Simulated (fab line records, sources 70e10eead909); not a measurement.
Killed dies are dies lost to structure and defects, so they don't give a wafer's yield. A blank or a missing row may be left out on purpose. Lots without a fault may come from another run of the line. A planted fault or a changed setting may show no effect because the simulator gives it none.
Chamber matching | flow nand_harc | NHARC_A_CONTACT_ETCH_106 on rie_diel-12: 4 sister chambers
The step etches the open film in CF4/O2, target depth 90 nm, overetch 9 nm, time 49.5 s. 7 wafers are shown with their chamber, then 6 later ones without.

WAFERS WITH THEIR CHAMBER
wafer  | chamber | showerhead_plenum_p_Torr (Torr) | drypump_motor_current_A (A)
L211.4 | 3       | 1.30                            | 5.84
L213.5 | 3       | 1.30                            | 5.83
L215.4 | 0       | 1.24                            | 5.36
L221.3 | 2       | 1.38                            | 5.88
L221.6 | 1       | 1.39                            | 5.36
L227.4 | 2       | 1.38                            | 5.88
L227.5 | 1       | 1.38                            | 5.35

WAFERS WITHOUT THEIR CHAMBER
wafer  | showerhead_plenum_p_Torr (Torr) | drypump_motor_current_A (A)
L230.2 | 1.38                            | 5.90
L230.3 | 1.29                            | 5.82
L230.6 | 1.38                            | 5.88
L232.2 | 1.29                            | 5.81
L232.4 | 1.24                            | 5.36
L232.5 | 1.38                            | 5.33

WHICH CHAMBER EACH WENT THROUGH
wafer  | from the rows above | in truth
L230.2 | 2                   | 2
L230.3 | 3                   | 3
L230.6 | 2                   | 2
L232.2 | 3                   | 3
L232.4 | 0                   | 0
L232.5 | 1                   | 1
Placed correctly: 6 of 6. Can't be placed from these rows: 0. Placed wrongly: 0.
How it was worked out, from the rows above alone: a wafer's distance from a chamber is the root of the sum, over the readings, of the square of ((its reading less the chamber's mean) divided by the reading's scatter). The wafer belongs to the nearest chamber; if the next one is less than 2 further off, it can't be placed. A chamber's mean is the mean of its shown wafers. The scatter: the root of (the sum of the squares of (reading less its chamber's mean) over the shown wafers, divided by (wafers less chambers)).
